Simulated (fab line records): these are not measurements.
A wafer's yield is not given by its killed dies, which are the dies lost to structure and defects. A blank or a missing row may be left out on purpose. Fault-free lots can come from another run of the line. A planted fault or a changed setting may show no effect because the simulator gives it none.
Lot-split experiment / flow n5-finfet / 21 wafers read from 7 lots, route of 1938 steps

== ABOUT THE SPLIT ==
At N5_BEOL_M7_HM_DEP_02 (deposits TiN, target thk 20 nm), the setting target-thk-a was moved away from the recipe's 200 angstrom on 8 of the 21 wafers read, by -5.4% to +11.2%. This setting was run at the recipe's value on the other wafers.

== FROM THE SPLIT TO THE READING: what the file shows between them, 4 steps ==
- N5_BEOL_M7_COAT_59: time 60 s, resist thk 100 nm
- N5_BEOL_M7_COAT_60: time 60 s, resist thk 35 nm
- N5_BEOL_M7_STRIP_68: strips in N2/H2
- N5_BEOL_M7_STRIP_67: strips in CF4

== THE READING ==
etch.depth-nm (the simulator's own value, which no gauge read), in nm, at N5_BEOL_M7_HM_OPEN_17 (chemistry Cl2/BCl3, target TiN, target depth 20 nm, overetch 6 nm). The file gives no usual value for it. Average 20.12 nm, standard deviation 0.2 nm, over the 13 wafers here run with the recipe.

wafer=L079.3; tool, chamber at the split=pvd-sputter-02, -; target-thk-a as run, angstrom=200; against the recipe=recipe; etch.depth-nm, nm=20.24; against lot-mates on the recipe=-
wafer=L079.4; tool, chamber at the split=pvd-sputter-02, -; target-thk-a as run, angstrom=193; against the recipe=-3.5%; etch.depth-nm, nm=19.54; against lot-mates on the recipe=-0.69
wafer=L079.6; tool, chamber at the split=pvd-sputter-02, -; target-thk-a as run, angstrom=200; against the recipe=recipe; etch.depth-nm, nm=20.21; against lot-mates on the recipe=-
wafer=L085.1; tool, chamber at the split=pvd-sputter-01, -; target-thk-a as run, angstrom=214; against the recipe=+7.0%; etch.depth-nm, nm=21.17; against lot-mates on the recipe=+1.44
wafer=L085.4; tool, chamber at the split=pvd-sputter-01, -; target-thk-a as run, angstrom=200; against the recipe=recipe; etch.depth-nm, nm=19.73; against lot-mates on the recipe=-
wafer=L085.5; tool, chamber at the split=pvd-sputter-01, -; target-thk-a as run, angstrom=214; against the recipe=+7.0%; etch.depth-nm, nm=21.05; against lot-mates on the recipe=+1.32
wafer=L089.3; tool, chamber at the split=pvd-sputter-02, -; target-thk-a as run, angstrom=212.9; against the recipe=+6.5%; etch.depth-nm, nm=21.23; against lot-mates on the recipe=+1.18
wafer=L089.5; tool, chamber at the split=pvd-sputter-02, -; target-thk-a as run, angstrom=212.9; against the recipe=+6.5%; etch.depth-nm, nm=21.28; against lot-mates on the recipe=+1.23
wafer=L089.6; tool, chamber at the split=pvd-sputter-02, -; target-thk-a as run, angstrom=200; against the recipe=recipe; etch.depth-nm, nm=20.05; against lot-mates on the recipe=-
wafer=L087.2; tool, chamber at the split=pvd-sputter-02, -; target-thk-a as run, angstrom=200; against the recipe=recipe; etch.depth-nm, nm=19.97; against lot-mates on the recipe=-
wafer=L087.3; tool, chamber at the split=pvd-sputter-02, -; target-thk-a as run, angstrom=200; against the recipe=recipe; etch.depth-nm, nm=20.23; against lot-mates on the recipe=-
wafer=L087.5; tool, chamber at the split=pvd-sputter-02, -; target-thk-a as run, angstrom=200; against the recipe=recipe; etch.depth-nm, nm=19.95; against lot-mates on the recipe=-
wafer=L090.2; tool, chamber at the split=pvd-sputter-01, -; target-thk-a as run, angstrom=200; against the recipe=recipe; etch.depth-nm, nm=19.92; against lot-mates on the recipe=-
wafer=L090.5; tool, chamber at the split=pvd-sputter-01, -; target-thk-a as run, angstrom=222.3; against the recipe=+11.2%; etch.depth-nm, nm=22.29; against lot-mates on the recipe=+2.29
wafer=L090.6; tool, chamber at the split=pvd-sputter-01, -; target-thk-a as run, angstrom=200; against the recipe=recipe; etch.depth-nm, nm=20.08; against lot-mates on the recipe=-
wafer=L094.1; tool, chamber at the split=pvd-sputter-01, -; target-thk-a as run, angstrom=200; against the recipe=recipe; etch.depth-nm, nm=20.49; against lot-mates on the recipe=-
wafer=L094.4; tool, chamber at the split=pvd-sputter-01, -; target-thk-a as run, angstrom=200; against the recipe=recipe; etch.depth-nm, nm=20.23; against lot-mates on the recipe=-
wafer=L094.6; tool, chamber at the split=pvd-sputter-01, -; target-thk-a as run, angstrom=200; against the recipe=recipe; etch.depth-nm, nm=20.37; against lot-mates on the recipe=-
wafer=L097.2; tool, chamber at the split=pvd-sputter-02, -; target-thk-a as run, angstrom=189.2; against the recipe=-5.4%; etch.depth-nm, nm=19.03; against lot-mates on the recipe=-1.07
wafer=L097.3; tool, chamber at the split=pvd-sputter-02, -; target-thk-a as run, angstrom=200; against the recipe=recipe; etch.depth-nm, nm=20.1; against lot-mates on the recipe=-
wafer=L097.6; tool, chamber at the split=pvd-sputter-02, -; target-thk-a as run, angstrom=189.2; against the recipe=-5.4%; etch.depth-nm, nm=18.91; against lot-mates on the recipe=-1.19

FIT RESULTS
A straight line over all 21 wafers: etch.depth-nm changes by +0.181 nm for each +1% of target-thk-a; r = +0.97; the points scatter about the line by 0.2 nm.
The same after taking each lot's own level away (the mean of its wafers on the recipe; 21 wafers): +0.2 nm for each +1%; r = +1.00; scatter 0.084 nm.
On that fit, the largest move of target-thk-a shifts the reading by 2.2 nm.
The span of the lots' own levels, 19.730 to 20.363 nm, comes to 3.2 times the standard deviation stated above.
The two slopes are in agreement: the lot-to-lot level therefore moves the slope only a little.
Check: for one of the wafers moved furthest among these (+11.2%), held out of the fit, the line's prediction against its lot-mates is +2.18 nm. Against them it came out at +2.29 nm.

== THE OTHER SPLITS THESE WAFERS WENT THROUGH ==
Note: prior to the reading, these wafers also went through further splits. Each is held against what the fit with the lots' levels taken away leaves over:
other split on the same wafers=N5_BEOL_M6_EXPOSE_08 dose-mj; wafers away from the commonest value=7; r with etch.depth-nm (lot level and that fit taken away)=-0.20
other split on the same wafers=N5_BEOL_M7_ILD_DEP_00 time-s; wafers away from the commonest value=7; r with etch.depth-nm (lot level and that fit taken away)=-0.01

== THE WHOLE CHAIN: every reading that the file lists as answering this split, in the file's order ==
step=N5_BEOL_M7_HM_DEP_02; what it does=deposits TiN, target thk 20 nm; reading=TiN_of_BEOL_M7_HM_DEP_02.thk-nm (the simulator's own value, which no gauge read); change (the file's fit)=+0.195 nm for each +1% of the setting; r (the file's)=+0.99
step=N5_BEOL_M7_HM_OPEN_17; what it does=chemistry Cl2/BCl3, target TiN, target depth 20 nm, overetch 6 nm; reading=etch.depth-nm (the simulator's own value, which no gauge read); change (the file's fit)=+0.201 nm for each +1% of the setting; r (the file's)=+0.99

== THE FILE'S OWN FIT ==
etch.depth-nm changes by +0.201 nm for each +1% of target-thk-a, r = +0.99.
